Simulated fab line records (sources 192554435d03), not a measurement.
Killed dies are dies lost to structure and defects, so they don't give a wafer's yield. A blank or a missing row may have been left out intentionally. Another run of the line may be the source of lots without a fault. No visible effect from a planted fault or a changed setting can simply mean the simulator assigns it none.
fab line records	flow n5Finfet
record lots=7	wafers=21
route steps=1938 shown SD_EPI_N@269 SD_EPI_P@312 SD_ACTIVATION@330 SDB@360 HKMG_FIN@396 GATE_CUT@510
startH: start of the lot's first displayed wafer, in hours after the record's first day	waitH: hours since the lot's step before	" repeats the value in the row above	L1.1+2: a single row standing in for several wafers	- no value, or no start was given	* or withheld: withheld	< > ~ a bound
route shown NAME@n: NAME is a module with steps in the file, n the number in the route of the first one	usual: average and standard deviation across the fault-free wafers	same: alike in all rows	chamber/n: place in a boat	sites: readings site by site	_std_site: standard deviation across them	_edge_site: mean of outer sites minus mean of inner sites	radiusMm: how far each site lies from the wafer's centre	mask NAME#n: copy n	behind: the most recent tool/chamber to have shaped the wafer	hold: why the lot was held/for how many hours/how that ended	device: names the non-switching transistor (n, p or np)	end of line: tests of these same wafers at the route's end	for a step that has no rows: nothing shown but its recipe	killed: not the wafer's yield, but the dies lost to structure and defects at the first sort	map: a wafer's dies, x killed, . not, _ none there
set.NAME: setting as actually run; set.NAME@STEP: the setting as run at that earlier step	model.NAME: the simulator's own value behind a step, which no gauge read
lots run with intentionally changed settings; tables by step, rows by wafer
## steps
# step N5_SD_EPI_N_DEVELOP_08
# recipe developTimeS=30	developer=TMAH	resist=CAR-ArF-block	devTempC=23	rinseLiquid=diw	dry=airSpin
lot.wafer	tool	chamber	startH	waitH	set.developTimeS
L074.1	lithoTrack-03	0	-	-	28.06
L074.3+5	"	0	"	"	30
L075.1+6	lithoTrack-05	0	-	-	30
L075.3	"	0	"	"	24.07
L076.3+5+6	lithoTrack-05	0	-	-	23.54
L079.1+5+6	lithoTrack-01	0	-	-	30
L089.2+4+5	lithoTrack-03	0	-	-	30
L091.1	lithoTrack-01	0	-	-	28.27
L091.3+5	"	0	"	"	30
L096.2+5	lithoTrack-03	0	-	-	34.07
L096.3	"	0	"	"	30
# step N5_SD_EPI_N_CD_MEAS_09
# recipe targetCdNm=120	landingEnergyEv=500	detector=seInlens
# usual cdNm=119.8/0.63
lot.wafer	tool	chamber	startH	waitH	set.doseMj@SD_EPI_N_EXPOSE_06	cdNm
L074.1	cdSem-01	0	47.83	-	39.75	119.2
L074.3	"	0	"	"	38.86	118.5
L074.5	"	0	"	"	38.86	118.4
L075.1	cdSem-02	0	55.08	-	38.62	117.6
L075.3	"	0	"	"	38.62	116.0
L075.6	"	0	"	"	39.75	120.6
L076.3	cdSem-03	0	59.59	-	37.13	113.9
L076.5	"	0	"	"	39.75	118.6
L076.6	"	0	"	"	37.13	113.7
L079.1	cdSem-03	0	80.09	-	42.56	124.0
L079.5	"	0	"	"	42.56	125.2
L079.6	"	0	"	"	39.75	119.2
L089.2	cdSem-03	0	150.05	-	39.75	119.3
L089.4	"	0	"	"	39.75	119.4
L089.5	"	0	"	"	39.75	119.6
L091.1	cdSem-03	0	150.97	-	39.75	119.2
L091.3	"	0	"	"	39.75	119.7
L091.5	"	0	"	"	39.75	119.2
L096.2	cdSem-02	0	181.29	-	38.85	119.8
L096.3	"	0	"	"	39.75	119.8
L096.5	"	0	"	"	39.75	120.9
# step N5_SD_EPI_N_DESCUM_14
# recipe chemistry=O2	timeS=7.9	sourcePowerW=50	biasPowerW=20	pressureMtorr=20	rfFrequencyHz=2.712e+07	tempC=40	resist=CAR-ArF-block	o2FlowSccm=225
lot.wafer	tool	chamber	startH	waitH	set.doseMj@SD_EPI_N_EXPOSE_06	model.SD_EPI_N.cdNm
L074.1	rieDiel-05	0	48.15	0.3	39.75	119
L074.3	"	2	"	"	38.86	118.6
L074.5	"	2	"	"	38.86	118.4
L075.1	rieDiel-05	2	55.17	0.0	38.62	-
L075.3	"	1	"	"	38.62	116.4
L075.6	"	0	"	"	39.75	120.6
L076.3	rieDiel-01	0	59.67	0.0	37.13	113.8
L076.5	"	0	"	"	39.75	118.8
L076.6	"	3	"	"	37.13	113.6
L079.1	rieDiel-02	2	80.18	0.0	42.56	124.2
L079.5	"	2	"	"	42.56	125.2
L079.6	"	1	"	"	39.75	119.2
L089.2	rieDiel-05	2	150.16	0.1	39.75	119.6
L089.4	"	2	"	"	39.75	119.8
L089.5	"	1	"	"	39.75	119.4
L091.1	rieDiel-02	0	151.13	0.1	39.75	119.2
L091.3+5	"	3,0	"	"	39.75	119.4
L096.2	rieDiel-02	2	181.37	0.0	38.85	119.4
L096.3	"	0	"	"	39.75	120
L096.5	"	1	"	"	39.75	121.4
# step N5_SD_EPI_N_ETCH_34
# recipe chemistry=CF4	target=SiARC	targetDepthA=455	maskMaterial=CAR-ArF-block	timeS=75.8	ionEnergyEv=80	pressureMtorr=40	sourceW=545	biasW=36	Ar_flow_sccm=100	cf4FlowSccm=100	ends=cleared
# step N5_SD_EPI_N_ETCH_35
# recipe chemistry=N2/H2	target=SOC	overetchA=1080	maskMaterial=SiARC	tempC=40	ionEnergyEv=100	sourceW=3000	biasW=133	pressureMtorr=20	timeS=486	n2FlowSccm=200	h2FlowSccm=200
# step N5_SD_EPI_N_STRIP_36
# recipe chemistry=N2/H2	tempC=40	n2FlowSccm=200	h2FlowSccm=200	rfFrequencyHz=6e+07
# step N5_SD_EPI_N_ETCHBACK_44
# recipe chemistry=CH3F/O2	mode=anisotropicEtchback	target=SiNx	targetDepthA=145	stopOn=SiO2	overEtchFrac=0.3	ionEnergyEv=120	pressureMtorr=30	sourceW=395	biasW=73	Ar_flow_sccm=150	CH3F_flow_sccm=30	O2_flow_sccm=20
# step N5_SD_EPI_N_ETCH_45
# recipe chemistry=CH3F/O2	target=SiOCN	targetDepthA=60	maskMaterial=SOC	ionEnergyEv=60	biasW=29	pressureMtorr=15	sourceW=410	Ar_flow_sccm=150	CH3F_flow_sccm=30	O2_flow_sccm=20
lot.wafer	tool	chamber	startH	waitH	set.doseMj@SD_EPI_N_EXPOSE_06	model.SD_EPI_N.cdNm
L074.1	rieDiel-05	0	48.67	0.1	39.75	118.2
L074.3	"	2	"	"	38.86	119.4
L074.5	"	2	"	"	38.86	119.6
L075.1	rieDiel-05	2	55.68	0.1	38.62	118
L075.3	"	1	"	"	38.62	115.2
L075.6	"	0	"	"	39.75	119.4
L076.3	rieDiel-01	0	60.19	0.1	37.13	114
L076.5	"	0	"	"	39.75	119.2
L076.6	"	3	"	"	37.13	114.4
L079.1	rieDiel-02	2	80.69	0.1	42.56	123.8
L079.5	"	2	"	"	42.56	124.8
L079.6	"	1	"	"	39.75	119
L089.2	rieDiel-05	2	150.67	0.1	39.75	119.8
L089.4	"	2	"	"	39.75	118.8
L089.5	"	1	"	"	39.75	117.8
L091.1	rieDiel-02	0	151.64	0.1	39.75	119.4
L091.3	"	3	"	"	39.75	119.6
L091.5	"	0	"	"	39.75	119.2
L096.2	rieDiel-02	2	181.89	0.1	38.85	119.2
L096.3	"	0	"	"	39.75	120.2
L096.5	"	1	"	"	39.75	121.6
# step N5_SD_EPI_N_ETCH_16
# recipe chemistry=CHF3/O2	target=SiO2	targetDepthA=50	maskMaterial=SOC	pressureMtorr=30	sourceW=650	biasW=170	Ar_flow_sccm=200	CHF3_flow_sccm=50	O2_flow_sccm=5	ionEnergyEv=200
lot.wafer	tool	chamber	startH	waitH	set.doseMj@SD_EPI_N_EXPOSE_06	model.SD_EPI_N.cdNm
L074.1	rieDiel-05	0	48.77	0.1	39.75	118.2
L074.3	"	2	"	"	38.86	119.4
L074.5	"	2	"	"	38.86	119.6
L075.1	rieDiel-05	2	55.78	0.1	38.62	118
L075.3	"	1	"	"	38.62	115.2
L075.6	"	0	"	"	39.75	119.6
L076.3	rieDiel-01	0	60.29	0.1	37.13	114.2
L076.5	"	0	"	"	39.75	119.2
L076.6	"	3	"	"	37.13	114.4
L079.1	rieDiel-02	2	80.79	0.1	42.56	123.8
L079.5	"	2	"	"	42.56	125
L079.6	"	1	"	"	39.75	119
L089.2	rieDiel-05	2	150.77	0.1	39.75	119.8
L089.4	"	2	"	"	39.75	118.8
L089.5	"	1	"	"	39.75	117.8
L091.1+5	rieDiel-02	0	151.74	0.1	39.75	119.4
L091.3	"	3	"	"	39.75	119.6
L096.2	rieDiel-02	2	181.99	0.1	38.85	119.2
L096.3	"	0	"	"	39.75	120.2
L096.5	"	1	"	"	39.75	121.6
# step N5_SD_EPI_P_ETCH_16
# recipe chemistry=CHF3/O2	target=SiO2	targetDepthA=50	maskMaterial=SOC	pressureMtorr=30	sourceW=650	biasW=170	Ar_flow_sccm=200	CHF3_flow_sccm=50	O2_flow_sccm=5	ionEnergyEv=200
lot.wafer	tool	chamber	startH	waitH	set.targetDepthA	model.etch.depthNm
L074.1	rieDiel-04	1	53.93	0.1	50	5.032
L074.3	"	0	"	"	47.31	4.674
L074.5	"	3	"	"	50	5.055
L075.1	rieDiel-03	0	60.52	0.1	51.88	5.238
L075.3	"	2	"	"	50	4.873
L075.6	"	2	"	"	51.88	5.044
L076.3	rieDiel-04	1	65.36	0.1	52.69	5.29
L076.5	"	1	"	"	50	4.992
L076.6	"	2	"	"	52.69	5.271
L079.1	rieDiel-03	0	85.43	0.1	50	5.092
L079.5	"	0	"	"	54.95	5.631
L079.6	"	1	"	"	50	4.941
L089.2	rieDiel-04	0	155.95	0.1	50	4.941
L089.4	"	3	"	"	50	5.055
L089.5	"	0	"	"	50	4.925
L091.1	rieDiel-04	2	156.61	0.1	50	5.038
L091.3	"	1	"	"	46.52	4.636
L091.5	"	0	"	"	50	4.959
L096.2	rieDiel-03	2	187.25	0.1	50	5.057
L096.3	"	3	"	"	50	4.942
L096.5	"	1	"	"	50	4.943
# step N5_SD_EPI_P_EPI_21
# recipe material=SiGe:B	dopant=B	tempC=550	pressureTorr=20	ambient=H2	timeS=355
lot.wafer	tool	chamber	startH	waitH	set.tempC	model.SiGe-B_of_SD_EPI_P_EPI_21.thkNm
L074.1+5	epiRpcvd-02	0	54.78	0.2	552.5	63.6
L074.3	"	0	"	"	550	60.8
L075.1	epiRpcvd-04	0	61.25	0.1	550	60.8
L075.3	"	0	"	"	550	61
L075.6	"	0	63.05	1.8	552	62.6
L076.3	epiRpcvd-02	0	66.81	0.8	550	60.6
L076.5+6	"	0	"	"	550	61.2
L079.1+5	epiRpcvd-02	0	86.16	0.1	550	62
L079.6	"	0	87.96	1.8	550	62.6
L089.2	epiRpcvd-02	0	157.04	0.5	550	62.2
L089.4+5	"	0	"	"	550	61.8
L091.1	epiRpcvd-04	0	158.05	0.2	550	60.4
L091.3	"	0	"	"	552.8	64.2
L091.5	"	0	"	"	550	61.2
L096.2	epiRpcvd-03	0	188.59	0.6	552.7	65.4
L096.3	"	0	"	"	550	60.6
L096.5	"	0	"	"	552.7	64.8
# step N5_SD_EPI_P_HM_STRIP_48
# recipe chemistry=H3PO4	tempC=160	material=SiNx	target=SiNx	targetDepthA=30	overetchFraction=0.3
lot.wafer	tool	chamber	startH	waitH	set.tempC@SD_EPI_P_EPI_21	model.SiGe-B_of_SD_EPI_P_EPI_21.thkNm
L074.1+5	wetBench-01	5,0	57.74	0.0	552.5	63.4
L074.3	"	1	"	"	550	60.6
L075.1	wetBench-01	2	63.49	0.0	550	60.4
L075.3	"	1	"	"	550	60.6
L075.6	"	6	"	"	552	62.2
L076.3	wetBench-01	6	68.33	0.0	550	60.2
L076.5	"	4	"	"	550	61
L076.6	"	2	"	"	550	60.8
L079.1	wetBench-02	2	88.39	0.0	550	61.6
L079.5	"	1	"	"	550	61.8
L079.6	"	7	"	"	550	62.4
L089.2	wetBench-01	4	158.91	0.0	550	61.8
L089.4	"	0	"	"	550	61.4
L089.5	"	6	"	"	550	61.6
L091.1	wetBench-05	3	161.00	0.0	550	60.2
L091.3	"	0	"	"	552.8	63.8
L091.5	"	6	"	"	550	61
L096.2	wetBench-02	6	191.07	0.0	552.7	65.2
L096.3	"	4	"	"	550	60.4
L096.5	"	5	"	"	552.7	64.6
# step N5_SD_EPI_P_SRD_49
# recipe dry=ipaMarangoni	timeS=30	tempC=23	rinseLiquid=diw
# step N5_SD_EPI_P_PRECLEAN_24
# recipe chemistry=O3/DIW	timeS=45	tempC=22	o3Ppm=10
lot.wafer	tool	chamber	startH	waitH	set.tempC@SD_EPI_P_EPI_21	model.SiGe-B_of_SD_EPI_P_EPI_21.thkNm
L074.1+5	wetBench-01	5,0	57.81	0.0	552.5	63.2
L074.3	"	1	"	"	550	60.4
L075.1	wetBench-01	2	63.56	0.0	550	60.4
L075.3	"	1	"	"	550	60.6
L075.6	"	6	"	"	552	62
L076.3	wetBench-01	6	68.40	0.0	550	60
L076.5	"	4	"	"	550	60.8
L076.6	"	2	"	"	550	60.6
L079.1	wetBench-02	2	88.46	0.0	550	61.4
L079.5	"	1	"	"	550	61.6
L079.6	"	7	"	"	550	62.2
L089.2	wetBench-01	4	158.98	0.0	550	61.8
L089.4	"	0	"	"	550	61.2
L089.5	"	6	"	"	550	61.4
L091.1	wetBench-05	3	161.07	0.0	550	60
L091.3	"	0	"	"	552.8	63.6
L091.5	"	6	"	"	550	60.8
L096.2	wetBench-02	6	191.14	0.0	552.7	65
L096.3	"	4	"	"	550	60.2
L096.5	"	5	"	"	552.7	64.4
# step N5_SD_EPI_P_PRECLEAN_32
# recipe chemistry=dHF	timeS=10	dilution=500:1	tempC=25
# step N5_SD_EPI_P_PRECLEAN_33
# recipe chemistry=SC2	timeS=45	tempC=35	mix=1:1:50
# step N5_SD_ACTIVATION_RTA_00
# recipe tempC=975	timeS=0	ambient=N2	idleTempC=600	rampUpCPerS=150	rampDownCPerS=60	coolToC=600
# step N5_SD_ACTIVATION_LSA_01
# recipe tempC=1080	timeS=0.0008	ambient=N2
# step N5_SD_ACTIVATION_RS_MEAS_03
# recipe thkMeasGauge=four-point-probe
# usual RS_SD_N=21.9/0.3	RS_SD_P=56.1/0.82
lot.wafer	tool	chamber	startH	waitH	set.tempC@SD_EPI_P_EPI_21	RS_SD_N[ohm/sq]	RS_SD_P[ohm/sq]
L074.1	filmMetro-01	-	58.60	0.2	552.5	22.5	54.3
L074.3	"	-	"	"	550	22.0	56.8
L074.5	"	-	"	"	552.5	22.1	54.6
L075.1	filmMetro-01	-	64.07	0.2	550	22.3	56.2
L075.3	"	-	"	"	550	21.9	56.6
L075.6	"	-	"	"	552	22.0	54.6
L076.3	filmMetro-01	-	68.94	0.2	550	21.7	56.9
L076.5	"	-	"	"	550	21.8	56.6
L076.6	"	-	"	"	550	21.8	56.4
L079.1	filmMetro-02	-	89.01	0.2	550	20.8	56.0
L079.5	"	-	"	"	550	21.2	55.0
L079.6	"	-	"	"	550	21.0	55.0
L089.2	filmMetro-01	-	159.62	0.2	550	22.2	55.7
L089.4	"	-	"	"	550	22.3	56.3
L089.5	"	-	"	"	550	22.4	56.0
L091.1	filmMetro-01	-	162.51	0.2	550	21.7	57.0
L091.3	"	-	"	"	552.8	22.4	53.4
L091.5	"	-	"	"	550	21.9	56.6
L096.2	filmMetro-01	-	191.83	0.2	552.7	21.7	51.9
L096.3	"	-	"	"	550	21.8	56.4
L096.5	"	-	"	"	552.7	22.0	52.2
# step N5_SDB_ETCH_17
# recipe chemistry=CF4	target=SiARC	targetDepthA=234	maskMaterial=CAR-ArF	timeS=39	ionEnergyEv=80	pressureMtorr=40	sourceW=545	biasW=36	Ar_flow_sccm=100	cf4FlowSccm=100	ends=cleared
# usual rfVppV=183.7/0.87
lot.wafer	tool	chamber	startH	waitH	set.biasW	rfVppV
L074.1	rieDiel-05	2	66.95	0.0	36	185.0
L074.3	"	1	"	"	36	183.4
L074.5	"	3	"	"	38.42	192.4
L075.1	rieDiel-01	2	71.74	0.0	36	183.5
L075.3	"	1	"	"	36	183.2
L075.6	"	1	"	"	36	184.0
L076.3	rieDiel-01	1	76.75	0.0	36	182.4
L076.5	"	0	"	"	36	184.0
L076.6	"	3	"	"	32.83	174.2
L079.1	rieDiel-05	3	98.20	0.0	30.2	162.9
L079.5	"	0	"	"	36	184.0
L079.6	"	1	"	"	36	182.9
L089.2	rieDiel-02	1	167.29	0.0	36	184.8
L089.4	"	3	"	"	36	184.1
L089.5	"	2	"	"	36	183.4
L091.1	rieDiel-05	2	170.09	0.0	36	182.3
L091.3	"	0	"	"	40.24	198.5
L091.5	"	2	"	"	40.24	196.6
L096.2	rieDiel-02	0	199.24	0.0	36	183.6
L096.3	"	3	"	"	30.29	164.7
L096.5	"	2	"	"	30.29	166.0
# step N5_SDB_CUT_ETCH_26
# recipe chemistry=HBr/Cl2/O2	target=Si	targetDepthA=1296	btTimeS=20	maskMaterial=SiNx	timeS=51.8	ionEnergyEv=*	biasW=*	pressureMtorr=10	icpW=800	HBr_flow_sccm=150	Cl2_flow_sccm=80	O2_flow_sccm=12
lot.wafer	tool	chamber	startH	waitH	set.icpW	model.etch.depthNm	model.SDB.featureDepthNm
L074.1	rieSi-03	2	69.48	0.1	800	129.2	129.2
L074.3	"	1	"	"	700.8	120.4	120.4
L074.5	"	2	"	"	700.8	122.6	122.6
L075.1	rieSi-04	1	72.40	0.1	800	128.9	128.8
L075.3	"	2	"	"	743.3	123.9	124
L075.6	"	3	"	"	743.3	123.8	123.8
L076.3	rieSi-03	3	77.58	0.1	867.7	134.5	134.6
L076.5	"	1	"	"	867.7	133.4	133.4
L076.6	"	2	"	"	800	130.7	130.6
L079.1	rieSi-04	1	99.28	0.1	800	130.6	130.6
L079.5	"	0	"	"	800	129.6	129.6
L079.6	"	3	"	"	800	127.7	127.6
L089.2	rieSi-01	1	167.90	0.1	800	128.7	128.8
L089.4	"	2	"	"	800	132.4	132.4
L089.5	"	2	"	"	800	133.1	133
L091.1	rieSi-01	3	170.67	0.1	800	129.3	129.2
L091.3	"	0	"	"	894	138.4	138.4
L091.5	"	3	"	"	894	135.1	135.2
L096.2	rieSi-04	1	200.23	0.1	800	129.7	129.8
L096.3	"	0	"	"	800	129.7	129.6
L096.5	"	3	"	"	800	127.9	128
# step N5_HKMG_FIN_PEB_47
# recipe pebTempC=withheld	pebTimeS=60	resist=CAR-ArF
lot.wafer	tool	chamber	startH	waitH	set.pebTimeS
L074.1+3+5	lithoTrack-02	0	74.55	0.1	60
L075.1	lithoTrack-01	0	77.52	0.1	60
L075.3+6	"	0	"	"	51.73
L076.3	lithoTrack-01	0	82.43	0.0	60
L076.5+6	"	0	"	"	48.27
L079.1+5+6	lithoTrack-05	0	104.21	0.1	60
L089.2+4+5	lithoTrack-01	0	172.96	0.0	60
L091.1	lithoTrack-02	0	175.38	0.1	60
L091.3+5	"	0	"	"	68.23
L096.2	lithoTrack-02	0	205.19	0.0	60
L096.3+5	"	0	"	"	52.86
# step N5_HKMG_FIN_DEVELOP_48
# recipe developTimeS=30	developer=TMAH	resist=CAR-ArF	rinseLiquid=diw	dry=airSpin	devTempC=23
# step N5_HKMG_FIN_CD_MEAS_49
# recipe targetCdNm=202	landingEnergyEv=500	detector=seInlens	polarity=opening
# usual cdNm=202.0/0.55
lot.wafer	tool	chamber	startH	waitH	set.pebTimeS@HKMG_FIN_PEB_47	cdNm
L074.1	cdSem-01	0	74.61	-	60	202.0
L074.3	"	0	"	"	60	201.7
L074.5	"	0	"	"	60	201.7
L075.1	cdSem-02	0	77.59	-	60	202.0
L075.3	"	0	"	"	51.73	197.3
L075.6	"	0	"	"	51.73	197.1
L076.3	cdSem-03	0	82.50	-	60	201.8
L076.5	"	0	"	"	48.27	194.1
L076.6	"	0	"	"	48.27	194.1
L079.1	cdSem-01	0	104.27	-	60	201.1
L079.5	"	0	"	"	60	200.9
L079.6	"	0	"	"	60	200.8
L089.2	cdSem-01	0	173.03	-	60	202.3
L089.4	"	0	"	"	60	202.0
L089.5	"	0	"	"	60	202.3
L091.1	cdSem-01	0	175.45	-	60	202.2
L091.3	"	0	"	"	68.23	205.1
L091.5	"	0	"	"	68.23	204.7
L096.2	cdSem-01	0	205.25	-	60	201.3
L096.3	"	0	"	"	52.86	198.0
L096.5	"	0	"	"	52.86	197.3
# step N5_HKMG_FIN_ETCH_55
# recipe chemistry=N2/H2	target=SOC	targetDepthA=2400	tempC=40	timeS=300	ionEnergyEv=200	maskMaterial=SiARC	pressureMtorr=30	sourceW=840	biasW=150	n2FlowSccm=200	h2FlowSccm=200
lot.wafer	tool	chamber	startH	waitH	set.timeS	model.HKMG_FIN.featureDepthNm	model.etch.depthNm	model.SiARC_of_HKMG_FIN_COAT_42.thkNm
L074.1	rieDiel-05	3	74.79	0.0	300	237.8	237.8	21.4
L074.3	"	2	"	"	300	243.8	243.8	20.8
L074.5	"	3	"	"	300	236.8	236.7	21.4
L075.1	rieDiel-01	2	77.77	0.0	300	237.2	237.1	21.4
L075.3	"	3	"	"	300	239.8	239.8	21.2
L075.6	"	0	"	"	300	238	238	21.2
L076.3	rieDiel-01	1	82.88	0.0	300	240	239.9	21
L076.5	"	2	"	"	300	235.8	235.8	21.4
L076.6	"	3	"	"	300	239.8	239.8	21
L079.1	rieDiel-01	1	104.77	0.0	336	268.6	268.5	19.2
L079.5	"	0	"	"	336	269.6	269.6	19.2
L079.6	"	1	"	"	300	237.6	237.6	21
L089.2	rieDiel-02	2	173.21	0.0	300	229.6	229.7	22
L089.4	"	3	"	"	300	239.8	239.7	21.2
L089.5	"	3	"	"	300	242.4	242.5	21
L091.1	rieDiel-05	2	175.69	0.0	300	242.2	242.1	21
L091.3	"	3	"	"	300	237.8	237.7	21.4
L091.5	"	3	"	"	344.5	274	274	19.4
L096.2	rieDiel-02	1	205.43	0.0	300	240	240	21
L096.3	"	2	"	"	300	229.6	229.5	21.8
L096.5	"	3	"	"	300	239.6	239.6	21.2
# step N5_GATE_CUT_ALD_22
# recipe material=SiNx	targetThkA=160	tempC=400	aldPrecursorFamily=SiH2I2	aldCoReactant=N2/H2-plasma	pulseTimeS=1	aldCycles=320	purgeTimeS=2	coReactantPurgeTimeS=2	pressureTorr=2
lot.wafer	tool	chamber	startH	waitH	set.aldCycles	model.SiNx_of_GATE_CUT_ALD_22.thkNm
L074.1	aldSin-03	3	88.64	0.5	273	13.6
L074.3	"	2	"	"	320	16
L074.5	"	0	"	"	273	13.8
L075.1+3+6	aldSin-03	3,2,1	92.53	2.0	320	16
L076.3+6	aldSin-03	3,1	96.82	0.0	320	16
L076.5	"	0	"	"	298	15
L079.1+5	aldSin-03	1	118.06	0.1	320	16
L079.6	"	0	"	"	278	14
L089.2+5	aldSin-02	2	186.72	0.6	320	16
L089.4	"	3	"	"	320	16.2
L091.1+3+5	aldSin-03	2,3,3	189.35	0.5	320	16
L096.2+3	aldSin-02	0,3	220.90	2.8	307	15.4
L096.5	"	3	"	"	320	16
## key
split step=N5_SD_EPI_N_DEVELOP_08	setting=developTimeS	stated=30	by=wafer
response none clear
split step=N5_SD_EPI_P_ETCH_16	setting=targetDepthA	stated=50	by=wafer
response step=N5_SD_EPI_P_ETCH_16	reading=model.etch.depthNm	change=+0.0602	per=1%	r=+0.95
split step=N5_SD_EPI_P_EPI_21	setting=tempC	stated=550	by=wafer
response step=N5_SD_EPI_P_EPI_21	reading=model.SiGe-B_of_SD_EPI_P_EPI_21.thkNm	change=+6.95	per=1%	r=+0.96
response step=N5_SD_EPI_P_HM_STRIP_48	reading=model.SiGe-B_of_SD_EPI_P_EPI_21.thkNm	change=+6.83	per=1%	r=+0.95
response step=N5_SD_EPI_P_PRECLEAN_24	reading=model.SiGe-B_of_SD_EPI_P_EPI_21.thkNm	change=+6.74	per=1%	r=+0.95
response step=N5_SD_ACTIVATION_RS_MEAS_03	reading=RS_SD_P	change=-6.7	per=1%	r=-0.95
split step=N5_SDB_ETCH_17	setting=biasW	stated=36	by=wafer
response step=N5_SDB_ETCH_17	reading=rfVppV	change=+1.21	per=1%	r=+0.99
split step=N5_SDB_CUT_ETCH_26	setting=icpW	stated=800	by=wafer
response step=N5_SDB_CUT_ETCH_26	reading=model.etch.depthNm	change=+0.597	per=1%	r=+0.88
response step=N5_SDB_CUT_ETCH_26	reading=model.SDB.featureDepthNm	change=+0.6	per=1%	r=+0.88
split step=N5_HKMG_FIN_PEB_47	setting=pebTimeS	stated=60	by=wafer
response step=N5_HKMG_FIN_CD_MEAS_49	reading=cdNm	change=+0.331	per=1%	r=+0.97
split step=N5_HKMG_FIN_ETCH_55	setting=timeS	stated=300	by=wafer
response step=N5_HKMG_FIN_ETCH_55	reading=model.HKMG_FIN.featureDepthNm	change=+2.42	per=1%	r=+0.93
response step=N5_HKMG_FIN_ETCH_55	reading=model.etch.depthNm	change=+2.42	per=1%	r=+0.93
response step=N5_HKMG_FIN_ETCH_55	reading=model.SiARC_of_HKMG_FIN_COAT_42.thkNm	change=-0.133	per=1%	r=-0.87
split step=N5_GATE_CUT_ALD_22	setting=aldCycles	stated=320	by=wafer
response step=N5_GATE_CUT_ALD_22	reading=model.SiNx_of_GATE_CUT_ALD_22.thkNm	change=+0.153	per=1%	r=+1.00
split outsideThisFile step=N5_SD_EPI_N_EXPOSE_06 setting=doseMj
# split outsideThisFile: this setting was split too, and the file shows its column; the key of that split is in another file
